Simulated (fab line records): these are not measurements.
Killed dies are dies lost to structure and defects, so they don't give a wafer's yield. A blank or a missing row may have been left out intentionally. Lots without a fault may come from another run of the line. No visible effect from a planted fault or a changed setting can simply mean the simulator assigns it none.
What tool caused it? / flow n5_finfet / 72 wafers from 24 lots sampled at 2 of the route's 1938 steps

## WHAT EACH GAUGE READ, for each wafer
N5_BEOL_M2_RS_MEAS_58: a four-point-probe measurement. Usual: M2_RS gives 0.675 ohm/sq (standard deviation 0.029).
lot=L074; measured=day 6 23:42; on=film_metro-02; M2_RS (ohm/sq)=0.671 0.670 0.695; flag=
lot=L075; measured=day 7 02:57; on=film_metro-01; M2_RS (ohm/sq)=0.673 0.665 0.691; flag=
lot=L076; measured=day 7 09:56; on=film_metro-01; M2_RS (ohm/sq)=0.681 0.709 0.706; flag=
lot=L077; measured=day 7 16:08; on=film_metro-01; M2_RS (ohm/sq)=0.638 0.617 0.628; flag=
lot=L078; measured=day 8 03:14; on=film_metro-01; M2_RS (ohm/sq)=0.658 0.703 0.674; flag=
lot=L079; measured=day 8 03:41; on=film_metro-01; M2_RS (ohm/sq)=0.650 0.660 0.631; flag=
lot=L080; measured=day 8 12:00; on=film_metro-01; M2_RS (ohm/sq)=0.709 0.704 0.709; flag=
lot=L081; measured=day 8 20:46; on=film_metro-02; M2_RS (ohm/sq)=0.722 0.676 0.711; flag=
lot=L082; measured=day 9 04:22; on=film_metro-01; M2_RS (ohm/sq)=0.693 0.689 0.726; flag=
lot=L083; measured=day 9 05:37; on=film_metro-01; M2_RS (ohm/sq)=0.648 0.645 0.627; flag=
lot=L084; measured=day 9 15:22; on=film_metro-02; M2_RS (ohm/sq)=0.710 0.679 0.700; flag=
lot=L085; measured=day 9 21:19; on=film_metro-01; M2_RS (ohm/sq)=0.755 0.719 0.718; flag=
lot=L086; measured=day 10 04:10; on=film_metro-02; M2_RS (ohm/sq)=0.689 0.679 0.703; flag=
lot=L087; measured=day 10 04:43; on=film_metro-02; M2_RS (ohm/sq)=0.669 0.692 0.705; flag=
lot=L089; measured=day 10 16:59; on=film_metro-01; M2_RS (ohm/sq)=0.660 0.643 0.644; flag=
lot=L088; measured=day 10 20:46; on=film_metro-01; M2_RS (ohm/sq)=0.675 0.654 0.648; flag=
lot=L090; measured=day 10 22:18; on=film_metro-01; M2_RS (ohm/sq)=0.717 0.699 0.658; flag=
lot=L093; measured=day 11 15:43; on=film_metro-02; M2_RS (ohm/sq)=0.678 0.685 0.698; flag=
lot=L091; measured=day 11 19:47; on=film_metro-01; M2_RS (ohm/sq)=0.682 0.656 0.674; flag=
lot=L092; measured=day 11 20:47; on=film_metro-01; M2_RS (ohm/sq)=0.631 0.651 0.663; flag=
lot=L094; measured=day 11 22:02; on=film_metro-01; M2_RS (ohm/sq)=0.676 0.679 0.664; flag=
lot=L095; measured=day 12 02:17; on=film_metro-02; M2_RS (ohm/sq)=0.669 0.667 0.666; flag=
lot=L096; measured=day 12 15:06; on=film_metro-01; M2_RS (ohm/sq)=0.638 0.648 0.629; flag=
lot=L097; measured=day 13 14:29; on=film_metro-02; M2_RS (ohm/sq)=0.664 0.653 0.677; flag=

N5_BEOL_M3_INSPECT_13: inspects for defects (brightfield). Usual: raw_defect_count at 408, with a standard deviation of 89.
lot=L074; measured=day 7 00:25; on=defect_inspect-01; raw_defect_count=454 384 349; flag=
lot=L075; measured=day 7 04:41; on=defect_inspect-02; raw_defect_count=377 278 464; flag=
lot=L076; measured=day 7 10:38; on=defect_inspect-02; raw_defect_count=351 377 457; flag=
lot=L077; measured=day 7 17:20; on=defect_inspect-02; raw_defect_count=457 427 476; flag=
lot=L078; measured=day 8 04:34; on=defect_inspect-01; raw_defect_count=278 310 315; flag=
lot=L079; measured=day 8 04:39; on=defect_inspect-02; raw_defect_count=409 403 473; flag=
lot=L080; measured=day 8 12:49; on=defect_inspect-01; raw_defect_count=358 486 357; flag=
lot=L081; measured=day 8 22:21; on=defect_inspect-01; raw_defect_count=309 424 541; flag=
lot=L082; measured=day 9 05:34; on=defect_inspect-02; raw_defect_count=407 460 477; flag=
lot=L083; measured=day 9 06:53; on=defect_inspect-02; raw_defect_count=436 413 388; flag=
lot=L084; measured=day 9 17:08; on=defect_inspect-02; raw_defect_count=287 283 405; flag=
lot=L085; measured=day 9 22:46; on=defect_inspect-01; raw_defect_count=337 454 436; flag=
lot=L086; measured=day 10 04:52; on=defect_inspect-02; raw_defect_count=425 452 352; flag=
lot=L087; measured=day 10 05:25; on=defect_inspect-01; raw_defect_count=435 442 370; flag=
lot=L089; measured=day 10 18:21; on=defect_inspect-02; raw_defect_count=330 375 368; flag=
lot=L088; measured=day 10 23:50; on=defect_inspect-01; raw_defect_count=420 483 404; flag=
lot=L090; measured=day 11 00:08; on=defect_inspect-02; raw_defect_count=454 511 358; flag=
lot=L093; measured=day 11 16:31; on=defect_inspect-02; raw_defect_count=426 406 313; flag=
lot=L091; measured=day 11 20:43; on=defect_inspect-01; raw_defect_count=463 470 389; flag=
lot=L092; measured=day 11 21:30; on=defect_inspect-01; raw_defect_count=439 425 452; flag=
lot=L094; measured=day 11 23:18; on=defect_inspect-01; raw_defect_count=721 588 558; flag=
lot=L095; measured=day 12 03:15; on=defect_inspect-01; raw_defect_count=646 460 528; flag=
lot=L096; measured=day 12 16:10; on=defect_inspect-02; raw_defect_count=353 549 292; flag=
lot=L097; measured=day 13 15:43; on=defect_inspect-01; raw_defect_count=376 296 243; flag=

## WHICH TOOL RAN EACH LOT (tool, then ch and the chambers of the sampled wafers, then the start)
Record: no process step prior to these readings.

## AS READ BY THE TOOLS THEMSELVES (means over the sampled wafers that have a number; for cases with no such wafer, the mark the record gives instead)
The record holds no such reading with a usual standard deviation.

## THE ANSWER, worked out from the rows above alone
Rule: lot off if the mean of its wafers having a number is beyond 3 standard deviations from the usual mean. A lot without any number at a reading at which 4 lots or more have one is off too. Where the step has rows for the other lots, those lots are counted as sound. After the gauges, taken in route order, come the tools' own readings; for these a lot's mean is taken, as printed above. The first step at which some lot is off is used, and at that step the reading that is off furthest; a lot without a number counts as furthest.
No lot is off on any of the readings shown, so nothing can be concluded from this.

## WHAT WAS PUT IN BY THE SIMULATOR
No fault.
